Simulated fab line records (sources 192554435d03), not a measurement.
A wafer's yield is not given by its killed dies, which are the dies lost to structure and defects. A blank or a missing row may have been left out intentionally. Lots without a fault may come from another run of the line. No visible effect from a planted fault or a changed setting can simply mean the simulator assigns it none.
Which of the tools did it? ; flow n5Finfet ; Sampling: 6 lots, 14 wafers, 3 of 1938 route steps

== WHAT EACH GAUGE READ, for each wafer ==
N5_BEOL_M6_INSPECT_58: inspects for defects (darkfield).
lot;measured;on;rawDefectCount
L237;day 8 23:05;defectInspect-01;49 60
L241;day 10 03:55;defectInspect-02;55 89 97
L245;day 11 03:18;defectInspect-02;102 80
L248;day 11 19:43;defectInspect-02;48 73
L250;day 11 23:47;defectInspect-01;55 75 81
L259;day 14 14:59;defectInspect-02;99 89

== WHAT TOOL EACH LOT RAN ON (gives the tool, then ch and the chambers of the sampled wafers, and finally the start) ==
lot;N5_BEOL_M6_TRENCH_ETCH_37;N5_BEOL_M6_DEP_56
L237;rieDiel-03 ch 0,3, day 8 22:44 or earlier;pecvd-03 ch 0,2, day 8 22:44
L241;rieDiel-06 ch 1,2, day 10 03:50 or earlier;pecvd-03 ch 0,2, day 10 03:50
L245;rieDiel-03 ch 0,1, day 11 03:13 or earlier;pecvd-02 ch 1,2, day 11 03:13
L248;rieDiel-03 ch 1,2, day 11 19:37 or earlier;pecvd-04 ch 0,1, day 11 19:37
L250;rieDiel-03 ch 0,2,3, day 11 23:41 or earlier;pecvd-03 ch 0,1,2, day 11 23:41
L259;rieDiel-06 ch 0,3, day 14 14:53 or earlier;pecvd-03 ch 0,1, day 14 14:53
- N5_BEOL_M6_TRENCH_ETCH_37: etches SiCOH lowk in C4F6/O2, target depth 94.435 nm, time 31.5 s.
- N5_BEOL_M6_DEP_56: deposits SiCN from 3MS/NH3, target thk 10 nm, time 17.5 s.

== THE ANSWER, worked out from the rows above alone ==
Rule: the lots themselves supply what counts as usual. Put in order of their means at a reading, lots are off if they are a third of the lots or fewer, leave a main group of 4 or more, and stand apart from it by a gap of 3 or more times the standard deviation of the main group's means; of several such gaps the widest counts. A main group whose means are all the same, to the digits that the tables above print for the reading, isn't used. Also off: a lot with no number at a reading for which 4 or more lots have one. Where the step has rows for the other lots, those lots are counted as sound.
No lot is off on any of the readings shown, so nothing can be concluded from this.

== WHAT THE SIMULATOR HAD INSERTED ==
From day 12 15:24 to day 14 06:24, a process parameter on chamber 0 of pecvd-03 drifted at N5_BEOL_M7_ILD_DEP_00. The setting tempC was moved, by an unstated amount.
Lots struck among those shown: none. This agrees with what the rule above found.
